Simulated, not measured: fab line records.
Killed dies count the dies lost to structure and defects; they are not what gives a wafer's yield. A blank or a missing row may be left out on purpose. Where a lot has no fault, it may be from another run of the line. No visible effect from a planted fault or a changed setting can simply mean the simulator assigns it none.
Which tool is to blame?    flow n5-finfet    24 lots with 72 wafers sampled at 6 steps, on a route of 1938 steps

WHAT THE GAUGES SHOWED, per wafer
The record lacks any reading of a measuring or inspecting step that a usual standard deviation could be used to judge.

EACH LOT AND THE TOOL THAT RAN IT (in order: tool; ch and the chambers of the sampled wafers; start)
lot   N5_BEOL_M5_ILD_DEP_00            N5_BEOL_M5_STRIP_64                 N5_BEOL_M5_STRIP_19                 N5_BEOL_M5_VIA_ETCH_34              N5_BEOL_M5_PRE_CLEAN_45       N5_BEOL_M5_SPUTTER_48
L074  pecvd-01 ch 0,1, day 7 23:05     rie-diel-06 ch 1,2,3, day 8 00:41   rie-diel-02 ch 1,2,3, day 8 00:55   rie-diel-02 ch 1,2,3, day 8 03:05   pvd-sputter-03, day 8 04:19   pvd-sputter-03, day 8 05:04
L075  pecvd-01 ch 0,2, day 8 09:10     rie-diel-06 ch 2,3, day 8 11:43     rie-diel-02 ch 0,1, day 8 11:58     rie-diel-02 ch 1,2, day 8 13:20     pvd-sputter-01, day 8 15:40   pvd-sputter-01, day 8 16:28
L076  pecvd-01 ch 0,1, day 8 13:33     rie-diel-01 ch 0,1,3, day 8 17:25   rie-diel-01 ch 0,2,3, day 8 17:34   rie-diel-02 ch 1,2,3, day 8 20:03   pvd-sputter-01, day 8 21:04   pvd-sputter-01, day 8 21:35
L077  pecvd-03 ch 0,2, day 8 15:31     rie-diel-02 ch 0,2,3, day 8 17:27   rie-diel-01 ch 1,2,3, day 8 17:36   rie-diel-01 ch 0,1, day 8 20:37     pvd-sputter-02, day 8 21:26   pvd-sputter-03, day 8 23:41
L078  pecvd-03 ch 0,1, day 8 22:27     rie-diel-02 ch 0,2,3, day 9 01:50   rie-diel-06 ch 2,3, day 9 02:05     rie-diel-06 ch 1,3, day 9 04:59     pvd-sputter-02, day 9 06:02   pvd-sputter-02, day 9 06:38
L079  pecvd-04 ch 0,1, day 9 10:56     rie-diel-01 ch 0,2,3, day 9 12:31   rie-diel-02 ch 0,2,3, day 9 12:45   rie-diel-06 ch 0,2, day 9 14:34     pvd-sputter-03, day 9 15:53   pvd-sputter-01, day 9 16:24
L081  pecvd-03 ch 1,2, day 9 20:56     rie-diel-06 ch 0,2,3, day 10 00:39  rie-diel-02 ch 1,2,3, day 10 00:58  rie-diel-02 ch 0,1,3, day 10 03:19  pvd-sputter-03, day 10 04:45  pvd-sputter-01, day 10 05:25
L080  pecvd-04 ch 0,1, day 9 21:13     rie-diel-01 ch 0,2, day 10 00:43    rie-diel-06 ch 0,3, day 10 00:56    rie-diel-01 ch 0,1, day 10 03:17    pvd-sputter-03, day 10 04:15  pvd-sputter-03, day 10 04:58
L082  pecvd-03 ch 0,1,2, day 10 04:34  rie-diel-06 ch 0,2,3, day 10 06:10  rie-diel-02 ch 0,1,3, day 10 06:19  rie-diel-06 ch 0,2,3, day 10 08:58  pvd-sputter-02, day 10 10:04  pvd-sputter-02, day 10 11:29
L083  pecvd-04 ch 0, day 10 04:44      rie-diel-01 ch 2,3, day 10 06:55    rie-diel-01 ch 1,2,3, day 10 07:08  rie-diel-02 ch 0,1, day 10 08:43    pvd-sputter-02, day 10 09:41  pvd-sputter-03, day 10 10:22
L084  pecvd-03 ch 0,2, day 10 21:38    rie-diel-01 ch 1,3, day 11 00:38    rie-diel-06 ch 0,1,3, day 11 00:47  rie-diel-06 ch 0,2,3, day 11 02:38  pvd-sputter-01, day 11 03:41  pvd-sputter-01, day 11 04:23
L085  pecvd-03 ch 0,2, day 11 04:16    rie-diel-01 ch 1,3, day 11 07:18    rie-diel-01 ch 0,1, day 11 07:27    rie-diel-02 ch 1,3, day 11 08:15    pvd-sputter-03, day 11 09:08  pvd-sputter-02, day 11 09:41
L086  pecvd-04 ch 0,1, day 11 04:23    rie-diel-06 ch 1,2,3, day 11 07:28  rie-diel-06 ch 1,3, day 11 07:37    rie-diel-06 ch 1,2, day 11 08:44    pvd-sputter-03, day 11 09:35  pvd-sputter-01, day 11 11:48
L087  pecvd-01 ch 0,1,2, day 11 08:25  rie-diel-06 ch 1,2,3, day 11 10:06  rie-diel-01 ch 1,2,3, day 11 10:15  rie-diel-06 ch 2,3, day 11 12:53    pvd-sputter-03, day 11 14:06  pvd-sputter-02, day 11 14:49
L088  pecvd-01 ch 1,2, day 11 13:35    rie-diel-01 ch 1,3, day 11 15:20    rie-diel-02 ch 0,2, day 11 15:29    rie-diel-02 ch 1,2, day 11 16:11    pvd-sputter-03, day 11 17:28  pvd-sputter-03, day 11 18:09
L089  pecvd-03 ch 0,2, day 12 01:55    rie-diel-01 ch 0,1,3, day 12 05:32  rie-diel-06 ch 0,1,2, day 12 05:48  rie-diel-01 ch 2,3, day 12 06:37    pvd-sputter-02, day 12 08:49  pvd-sputter-03, day 12 09:22
L090  pecvd-03 ch 1,2, day 12 08:25    rie-diel-01 ch 0,1, day 12 10:06    rie-diel-06 ch 0,2, day 12 10:19    rie-diel-06 ch 1,2,3, day 12 12:07  pvd-sputter-02, day 12 13:20  pvd-sputter-03, day 12 13:55
L091  pecvd-03 ch 0,1, day 12 11:08    rie-diel-01 ch 0,1, day 12 13:46    rie-diel-01 ch 2,3, day 12 13:55    rie-diel-01 ch 2,3, day 12 17:05    pvd-sputter-02, day 12 17:54  pvd-sputter-03, day 12 19:55
L093  pecvd-04 ch 0,2, day 12 11:21    rie-diel-06 ch 1,2,3, day 12 14:18  rie-diel-01 ch 0,1,3, day 12 14:28  rie-diel-06 ch 0,1,3, day 12 17:43  pvd-sputter-02, day 12 20:19  pvd-sputter-02, day 12 21:11
L092  pecvd-04 ch 0,2, day 12 14:19    rie-diel-02 ch 0,1, day 12 17:52    rie-diel-01 ch 0,1, day 12 18:11    rie-diel-06 ch 0,1,2, day 12 20:27  pvd-sputter-01, day 12 21:35  pvd-sputter-03, day 13 00:21
L094  pecvd-01 ch 1,2, day 13 19:13    rie-diel-02 ch 0,3, day 13 21:31    rie-diel-02 ch 0,1, day 13 21:41    rie-diel-01 ch 0,3, day 13 23:44    pvd-sputter-02, day 14 00:42  pvd-sputter-01, day 14 01:44
L095  pecvd-01 ch 0,1,2, day 13 22:02  rie-diel-02 ch 0,3, day 14 00:50    rie-diel-02 ch 0,1,2, day 14 00:59  rie-diel-01 ch 0,1,3, day 14 12:11  pvd-sputter-02, day 14 13:00  pvd-sputter-01, day 14 13:34
L096  pecvd-03 ch 0,1,2, day 14 01:44  rie-diel-06 ch 0,2,3, day 14 03:56  rie-diel-06 ch 0,1,2, day 14 04:05  rie-diel-06 ch 0,1,2, day 14 05:38  pvd-sputter-01, day 14 06:26  pvd-sputter-02, day 14 07:02
L097  pecvd-01 ch 0,1, day 15 00:01    rie-diel-02 ch 0,1,2, day 15 01:45  rie-diel-02 ch 0,1, day 15 01:55    rie-diel-02 ch 0,1,2, day 15 05:05  pvd-sputter-01, day 15 06:13  pvd-sputter-01, day 15 06:59
- N5_BEOL_M5_ILD_DEP_00: deposits SiCOH lowk from DEMS/porogen, target thk 140.64 nm, time 25.9 s.
- N5_BEOL_M5_STRIP_64: strips in CF4.
- N5_BEOL_M5_STRIP_19: strips in O2.
- N5_BEOL_M5_VIA_ETCH_34: etches SiCOH lowk in C4F6/O2, target depth 88.3 nm, time 39.2 s.
- N5_BEOL_M5_PRE_CLEAN_45: time 30 s.
- N5_BEOL_M5_SPUTTER_48: material Cu, target thk 15 nm, time 27.62 s.

WHAT THE TOOLS THEMSELVES READ (means of the sampled wafers that have a number; where no wafer has one, the mark that the record gives instead)
N5_BEOL_M5_ILD_DEP_00. Usual: heater-power-w 299 W, standard deviation 41; showerhead-plenum-p-Torr 5.746 Torr, standard deviation 0.014; throttle-valve-pct 13.8 %, standard deviation 0.76.
lot   tool      heater-power-w (W)  showerhead-plenum-p-Torr (Torr)  throttle-valve-pct (%)  flag
L074  pecvd-01  278                 5.751                            13.5                    
L075  pecvd-01  347                 5.746                            13.3                    
L076  pecvd-01  289                 5.754                            13.0                    
L077  pecvd-03  298                 5.747                            14.1                    
L078  pecvd-03  277                 5.742                            14.6                    
L079  pecvd-04  295                 5.762                            14.0                    
L081  pecvd-03  256                 5.729                            14.0                    
L080  pecvd-04  310                 5.761                            14.3                    
L082  pecvd-03  311                 5.732                            14.2                    
L083  pecvd-04  298                 5.762                            14.3                    
L084  pecvd-03  305                 5.741                            14.2                    
L085  pecvd-03  312                 5.746                            14.0                    
L086  pecvd-04  301                 5.756                            14.2                    
L087  pecvd-01  321                 5.753                            13.5                    
L088  pecvd-01  344                 5.738                            13.9                    
L089  pecvd-03  286                 5.736                            14.1                    
L090  pecvd-03  289                 5.736                            14.1                    
L091  pecvd-03  275                 5.741                            14.8                    
L093  pecvd-04  247                 5.742                            13.6                    
L092  pecvd-04  258                 5.743                            13.9                    
L094  pecvd-01  324                 5.753                            14.0                    
L095  pecvd-01  318                 5.751                            13.4                    
L096  pecvd-03  317                 5.738                            14.2                    
L097  pecvd-01  301                 5.750                            13.6                    

N5_BEOL_M5_STRIP_64. Usual: drypump-motor-current-A 5.7 A, standard deviation 0.38; oes-product-au 0.78 a.u., standard deviation 0.083; rf-vpp-V 271.4 V, standard deviation 1.6; showerhead-plenum-p-Torr 1.81 Torr, standard deviation 0.055; throttle-valve-pct 13.56 %, standard deviation 0.25.
lot   tool         drypump-motor-current-A (A)  oes-product-au (a.u.)  rf-vpp-V (V)  showerhead-plenum-p-Torr (Torr)  throttle-valve-pct (%)  flag
L074  rie-diel-06  5.4                          0.75                   272.6         1.81                             13.56                   
L075  rie-diel-06  5.3                          0.76                   272.0         1.85                             13.64                   
L076  rie-diel-01  5.9                          0.83                   272.0         1.82                             13.55                   
L077  rie-diel-02  6.0                          0.69                   271.1         1.77                             13.87                   
L078  rie-diel-02  6.0                          0.68                   269.8         1.77                             13.87                   
L079  rie-diel-01  5.6                          0.76                   271.6         1.83                             13.61                   
L081  rie-diel-06  5.5                          0.82                   271.2         1.81                             13.48                   
L080  rie-diel-01  5.5                          0.73                   271.4         1.79                             13.57                   
L082  rie-diel-06  5.5                          0.82                   270.7         1.81                             13.48                   
L083  rie-diel-01  5.8                          0.77                   273.2         1.85                             13.51                   
L084  rie-diel-01  6.1                          0.82                   272.8         1.85                             13.50                   
L085  rie-diel-01  6.1                          0.81                   271.7         1.84                             13.51                   
L086  rie-diel-06  5.4                          0.82                   271.6         1.80                             13.42                   
L087  rie-diel-06  5.4                          0.82                   271.4         1.80                             13.43                   
L088  rie-diel-01  6.1                          0.81                   272.0         1.84                             13.51                   
L089  rie-diel-01  5.9                          0.80                   270.4         1.81                             13.61                   
L090  rie-diel-01  5.7                          0.79                   270.9         1.79                             13.71                   
L091  rie-diel-01  6.0                          0.81                   269.9         1.77                             13.57                   
L093  rie-diel-06  5.4                          0.82                   271.2         1.80                             13.45                   
L092  rie-diel-02  5.7                          0.85                   271.4         1.82                             13.52                   
L094  rie-diel-02  6.1                          0.91                   273.0         1.84                             13.49                   
L095  rie-diel-02  6.1                          0.91                   272.3         1.84                             13.48                   
L096  rie-diel-06  5.5                          0.78                   271.6         1.80                             13.55                   
L097  rie-diel-02  5.6                          0.75                   271.6         1.81                             13.66                   

N5_BEOL_M5_STRIP_19. Usual: drypump-motor-current-A 5.7 A, standard deviation 0.39; oes-product-au 0.79 a.u., standard deviation 0.092; rf-vpp-V 3.6 V, standard deviation 0.51; showerhead-plenum-p-Torr 2.10 Torr, standard deviation 0.069; throttle-valve-pct 16.67 %, standard deviation 0.24.
lot   tool         drypump-motor-current-A (A)  oes-product-au (a.u.)  rf-vpp-V (V)  showerhead-plenum-p-Torr (Torr)  throttle-valve-pct (%)  flag
L074  rie-diel-02  5.8                          0.73                   3.6           2.09                             16.68                   
L075  rie-diel-02  5.7                          0.71                   3.3           1.98                             16.91                   
L076  rie-diel-01  5.6                          0.78                   4.1           2.14                             16.67                   
L077  rie-diel-01  6.0                          0.81                   4.1           2.11                             16.49                   
L078  rie-diel-06  5.3                          0.77                   3.7           2.15                             16.72                   
L079  rie-diel-02  6.0                          0.69                   3.4           2.07                             16.95                   
L081  rie-diel-02  5.8                          0.71                   3.4           2.08                             16.72                   
L080  rie-diel-06  5.8                          0.93                   3.8           2.09                             16.47                   
L082  rie-diel-02  5.8                          0.69                   3.8           2.02                             16.82                   
L083  rie-diel-01  6.0                          0.79                   3.9           2.11                             16.50                   
L084  rie-diel-06  5.6                          0.92                   3.4           2.09                             16.42                   
L085  rie-diel-01  6.1                          0.82                   3.5           2.07                             16.68                   
L086  rie-diel-06  5.5                          0.92                   3.8           2.09                             16.36                   
L087  rie-diel-01  6.0                          0.78                   3.6           2.10                             16.53                   
L088  rie-diel-02  5.9                          0.87                   4.2           2.21                             16.80                   
L089  rie-diel-06  5.5                          0.85                   3.8           2.10                             16.60                   
L090  rie-diel-06  5.7                          0.84                   3.5           2.10                             16.67                   
L091  rie-diel-01  5.8                          0.76                   4.1           2.16                             16.61                   
L093  rie-diel-01  5.9                          0.79                   3.8           2.13                             16.75                   
L092  rie-diel-01  6.1                          0.81                   3.7           2.07                             16.69                   
L094  rie-diel-02  5.6                          0.85                   3.9           2.15                             16.70                   
L095  rie-diel-02  5.6                          0.76                   3.0           2.13                             16.74                   
L096  rie-diel-06  5.5                          0.82                   3.5           2.09                             16.62                   
L097  rie-diel-02  5.4                          0.78                   3.4           2.07                             16.62                   

N5_BEOL_M5_VIA_ETCH_34. Usual: drypump-motor-current-A 5.7 A, standard deviation 0.39; oes-product-au 0.78 a.u., standard deviation 0.095; rf-vpp-V 662 V, standard deviation 9; showerhead-plenum-p-Torr 2.85 Torr, standard deviation 0.085; throttle-valve-pct 20.88 %, standard deviation 0.28.
lot   tool         drypump-motor-current-A (A)  oes-product-au (a.u.)  rf-vpp-V (V)  showerhead-plenum-p-Torr (Torr)  throttle-valve-pct (%)  flag
L074  rie-diel-02  5.8                          0.72                   650           2.82                             20.76                   
L075  rie-diel-02  5.4                          0.74                   650           2.79                             20.64                   
L076  rie-diel-02  5.8                          0.71                   650           2.82                             20.77                   
L077  rie-diel-01  5.8                          0.82                   670           2.85                             21.03                   
L078  rie-diel-06  5.5                          0.73                   670           2.84                             20.79                   
L079  rie-diel-06  5.7                          0.88                   660           2.85                             20.83                   
L081  rie-diel-02  5.8                          0.69                   654           2.74                             20.99                   
L080  rie-diel-01  6.1                          0.83                   672           2.82                             20.93                   
L082  rie-diel-06  5.5                          0.84                   662           2.88                             20.86                   
L083  rie-diel-02  5.4                          0.72                   653           2.72                             20.87                   
L084  rie-diel-06  5.5                          0.83                   663           2.88                             20.86                   
L085  rie-diel-02  5.6                          0.70                   646           2.75                             20.69                   
L086  rie-diel-06  5.4                          0.88                   671           2.86                             20.76                   
L087  rie-diel-06  5.3                          0.75                   667           2.93                             21.07                   
L088  rie-diel-02  5.6                          0.71                   653           2.84                             20.80                   
L089  rie-diel-01  5.7                          0.74                   659           2.87                             20.74                   
L090  rie-diel-06  5.4                          0.84                   669           2.88                             20.84                   
L091  rie-diel-01  5.7                          0.73                   659           2.87                             20.75                   
L093  rie-diel-06  5.6                          0.89                   664           2.82                             20.63                   
L092  rie-diel-06  5.5                          0.83                   666           2.84                             20.82                   
L094  rie-diel-01  5.7                          0.77                   662           2.92                             20.91                   
L095  rie-diel-01  5.9                          0.79                   667           2.86                             20.94                   
L096  rie-diel-06  5.5                          0.82                   665           2.84                             20.84                   
L097  rie-diel-02  5.6                          0.77                   660           2.88                             20.94                   

N5_BEOL_M5_PRE_CLEAN_45. Usual: 334 W for heater-power-w, sd 53.
lot   tool            heater-power-w (W)  flag
L074  pvd-sputter-03  322                 
L075  pvd-sputter-01  331                 
L076  pvd-sputter-01  321                 
L077  pvd-sputter-02  337                 
L078  pvd-sputter-02  360                 
L079  pvd-sputter-03  314                 
L081  pvd-sputter-03  318                 
L080  pvd-sputter-03  311                 
L082  pvd-sputter-02  344                 
L083  pvd-sputter-02  368                 
L084  pvd-sputter-01  335                 
L085  pvd-sputter-03  310                 
L086  pvd-sputter-03  311                 
L087  pvd-sputter-03  323                 
L088  pvd-sputter-03  312                 
L089  pvd-sputter-02  420                 
L090  pvd-sputter-02  369                 
L091  pvd-sputter-02  371                 
L093  pvd-sputter-02  400                 
L092  pvd-sputter-01  325                 
L094  pvd-sputter-02  275                 
L095  pvd-sputter-02  305                 
L096  pvd-sputter-01  319                 
L097  pvd-sputter-01  323                 

N5_BEOL_M5_SPUTTER_48. Usual: chamber-pressure-pa 0.06999 Pa, standard deviation 0.00014; throttle-valve-pct 30.0 %, standard deviation 1.1.
lot   tool            chamber-pressure-pa (Pa)  throttle-valve-pct (%)  flag
L074  pvd-sputter-03  0.07000                   30.0                    
L075  pvd-sputter-01  0.06992                   29.4                    
L076  pvd-sputter-01  0.06998                   28.9                    
L077  pvd-sputter-03  0.06999                   30.2                    
L078  pvd-sputter-02  0.06998                   30.1                    
L079  pvd-sputter-01  0.07006                   29.2                    
L081  pvd-sputter-01  0.06995                   29.3                    
L080  pvd-sputter-03  0.07013                   30.1                    
L082  pvd-sputter-02  0.07002                   30.3                    
L083  pvd-sputter-03  0.06997                   30.2                    
L084  pvd-sputter-01  0.07009                   29.4                    
L085  pvd-sputter-02  0.06990                   30.5                    
L086  pvd-sputter-01  0.07002                   28.4                    
L087  pvd-sputter-02  0.06984                   30.4                    
L088  pvd-sputter-03  0.06999                   30.4                    
L089  pvd-sputter-03  0.07010                   30.2                    
L090  pvd-sputter-03  0.07004                   30.6                    
L091  pvd-sputter-03  0.07001                   30.8                    
L093  pvd-sputter-02  0.07004                   30.2                    
L092  pvd-sputter-03  0.06999                   30.8                    
L094  pvd-sputter-01  0.07020                   29.8                    
L095  pvd-sputter-01  0.07015                   29.2                    
L096  pvd-sputter-02  0.06990                   30.5                    
L097  pvd-sputter-01  0.06996                   28.9                    

THE ANSWER, worked out from the rows above alone
Rule: take the mean of a lot's wafers that have a number; if it is more than 3 standard deviations from the usual mean, the lot is off. Also off: a lot with no number at a reading for which 4 or more lots have one. The other lots that the step has rows for count as sound. The gauges are gone through in route order, then the tools' own readings, and for those a lot's mean is taken as printed above. The first step at which some lot is off is used, and at that step the reading that is off furthest; a lot without a number counts as furthest.
No lot is off at any reading shown: from this, nothing can be told.

WHAT THE SIMULATOR PUT IN
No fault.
